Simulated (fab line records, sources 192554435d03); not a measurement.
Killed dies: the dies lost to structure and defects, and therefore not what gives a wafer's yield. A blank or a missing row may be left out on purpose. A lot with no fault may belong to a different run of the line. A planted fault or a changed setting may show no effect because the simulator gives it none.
Chamber matching ; flow n5Finfet ; rieDiel-03 running N5_BEOL_M0_TRENCH_ETCH_107: 4 sister chambers
The step etches SiOC in C4F6/O2, target depth 32.8 nm, time 16.4 s. 4 wafers are shown with their chamber, then 8 later ones without.

== WAFERS PAIRED WITH THEIR CHAMBERS ==
wafer;chamber;drypumpMotorCurrentA (A)
L086.6;0;5.8
L087.3;1;5.3
L087.5;3;5.3
L090.1;2;5.3

== WAFERS WITHOUT THEIR CHAMBER ==
wafer;drypumpMotorCurrentA (A)
L090.3;5.2
L090.4;5.9
L094.1;5.8
L094.2;5.3
L094.4;5.3
L097.2;5.8
L097.3;5.3
L097.5;5.2

== WHICH CHAMBER EACH WENT THROUGH ==
wafer;from the rows above;in truth
L090.3;can't be placed: 1 or 2 or 3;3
L090.4;0;0
L094.1;0;0
L094.2;can't be placed: 1 or 2 or 3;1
L094.4;can't be placed: 1 or 2 or 3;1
L097.2;0;0
L097.3;can't be placed: 1 or 2 or 3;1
L097.5;can't be placed: 1 or 2 or 3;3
3 of 8 placed correctly. From these rows, 5 cannot be placed; in 5 the true chamber is one of the candidates. Wrongly placed: 0.
How it was worked out, from the rows above alone: a wafer's distance from a chamber is the root of the sum, over the readings, of the square of ((its reading less the chamber's mean) divided by the reading's scatter). If the next closest chamber is less than 2 further off than the closest, the wafer can't be placed; otherwise it belongs to the closest. Each chamber's mean is taken over the wafers shown for it. The scatter (one wafer shown for each chamber): square how far every hidden wafer sits from the nearest shown wafer, average those squares and take the square root.
